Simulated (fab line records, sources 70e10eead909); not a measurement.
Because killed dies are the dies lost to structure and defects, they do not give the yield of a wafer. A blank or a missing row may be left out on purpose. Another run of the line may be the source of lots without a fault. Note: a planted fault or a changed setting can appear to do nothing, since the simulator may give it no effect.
Matching of chambers + flow nandHarc + NHARC_P_M0_DEP_32 on pecvd-01 has 3 sister chambers
The step deposits SiCN, target thk 30 nm. 20 wafers are shown with their chamber, then 10 later ones without.

## WAFERS, EACH WITH ITS CHAMBER
| wafer  | chamber | heaterPowerW (W) |
|--------|---------|------------------|
| L078.3 | 0       | 631              |
| L078.4 | 0       | 637              |
| L078.6 | 2       | 450              |
| L079.1 | 0       | 664              |
| L079.4 | 0       | 652              |
| L079.5 | 1       | 692              |
| L080.2 | 1       | 787              |
| L080.4 | 0       | 627              |
| L080.6 | 2       | 547              |
| L082.3 | 2       | 435              |
| L082.5 | 1       | 707              |
| L082.6 | 2       | 436              |
| L084.2 | 1       | 681              |
| L084.3 | 0       | 653              |
| L084.6 | 0       | 651              |
| L085.4 | 0       | 665              |
| L085.5 | 2       | 506              |
| L085.6 | 1       | 745              |
| L094.4 | 1       | 809              |
| L094.5 | 2       | 519              |

SIGNATURES (means of the wafers above)
| reading      | chamber 0 | chamber 1 | chamber 2 | scatter within a chamber |
|--------------|-----------|-----------|-----------|--------------------------|
| heaterPowerW | 647.50    | 736.83    | 482.17    | 39.7                     |
Rule: a wafer lies at a distance from a chamber equal to the root of the sum of squares, over the readings, of (its reading less the chamber's mean, divided by the reading's scatter). The wafer belongs to the nearest chamber; if the next one is less than 2 further off, it can't be placed. The scatter: take each reading less its chamber's mean, square it, sum over the shown wafers, divide by the number of wafers less the number of chambers, and take the root.

## WAFERS WITHOUT THEIR CHAMBER
| wafer  | heaterPowerW (W) |
|--------|------------------|
| L094.6 | 580              |
| L095.2 | 591              |
| L095.4 | 520              |
| L095.5 | 754              |
| L096.1 | 441              |
| L096.4 | 658              |
| L096.5 | 676              |
| L097.1 | 732              |
| L097.3 | 531              |
| L097.5 | 580              |

## CHAMBER TAKEN BY EACH
| wafer  | from the rows above     | in truth |
|--------|-------------------------|----------|
| L094.6 | can't be placed: 0 or 2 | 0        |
| L095.2 | can't be placed: 0 or 2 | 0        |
| L095.4 | 2                       | 2        |
| L095.5 | 1                       | 1        |
| L096.1 | 2                       | 2        |
| L096.4 | can't be placed: 0 or 1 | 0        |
| L096.5 | can't be placed: 0 or 1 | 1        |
| L097.1 | 1                       | 1        |
| L097.3 | can't be placed: 2 or 0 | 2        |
| L097.5 | can't be placed: 0 or 2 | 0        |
Correctly placed: 4 of 10. Cannot be placed on the basis of these rows: 6; the candidates contain the true chamber in 6. 0 placed wrongly.
